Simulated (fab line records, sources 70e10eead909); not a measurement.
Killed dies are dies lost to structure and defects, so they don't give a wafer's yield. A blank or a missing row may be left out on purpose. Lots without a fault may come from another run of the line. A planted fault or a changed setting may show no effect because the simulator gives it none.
Which tool did it? | flow nand_harc | 6 lots, 18 wafers sampled, at 2 steps of a route of 1159

WHAT THE GAUGES READ, wafer by wafer
NHARC_THIN_TSV_CD_MEAS_16.
lot  | measured     | on        | cd_nm (nm)
L903 | day 18 23:11 | cd_sem-02 | 1000.7 1001.5 1001.0
L905 | day 19 00:26 | cd_sem-02 | 998.8 999.4 1000.4
L906 | day 20 02:40 | cd_sem-02 | 996.9 999.3 999.1
L911 | day 21 14:26 | cd_sem-02 | 999.2 998.1 997.2
L913 | day 22 17:31 | cd_sem-01 | 999.5 997.2
L923 | day 24 07:08 | cd_sem-01 | 999.9 1000.1 997.8

WHICH TOOL RAN EACH LOT (tool, then ch and the chambers of the sampled wafers, then the start)
lot  | NHARC_A_CHANNEL_HOLE_D1_DEP_01
L903 | pecvd-04 ch 0,2, day 8 22:37
L905 | pecvd-01 ch 0,1,2, day 9 05:58
L906 | pecvd-02 ch 0,2, day 10 03:30
L911 | pecvd-04 ch 0,2, day 11 07:47
L913 | pecvd-04 ch 0,1, day 12 01:37
L923 | pecvd-02 ch 0,1, day 13 14:52
- NHARC_A_CHANNEL_HOLE_D1_DEP_01: deposits SiON, target thk 140 nm.

THE ANSWER, worked out from the rows above alone
Rule: what is usual is taken from the lots themselves. Put in order of their means at a reading, lots are off if they are a third of the lots or fewer, leave a main group of 4 or more, and stand apart from it by a gap of 3 or more times the standard deviation of the main group's means; of several such gaps the widest counts. A main group whose means are all the same, to the digits that the tables above print for the reading, isn't used. A lot without any number at a reading at which 4 lots or more have one is off too. The other lots that the step has rows for count as sound.
No lot is off at any reading shown: from this, nothing can be told.

WHAT THE SIMULATOR HAD PUT IN
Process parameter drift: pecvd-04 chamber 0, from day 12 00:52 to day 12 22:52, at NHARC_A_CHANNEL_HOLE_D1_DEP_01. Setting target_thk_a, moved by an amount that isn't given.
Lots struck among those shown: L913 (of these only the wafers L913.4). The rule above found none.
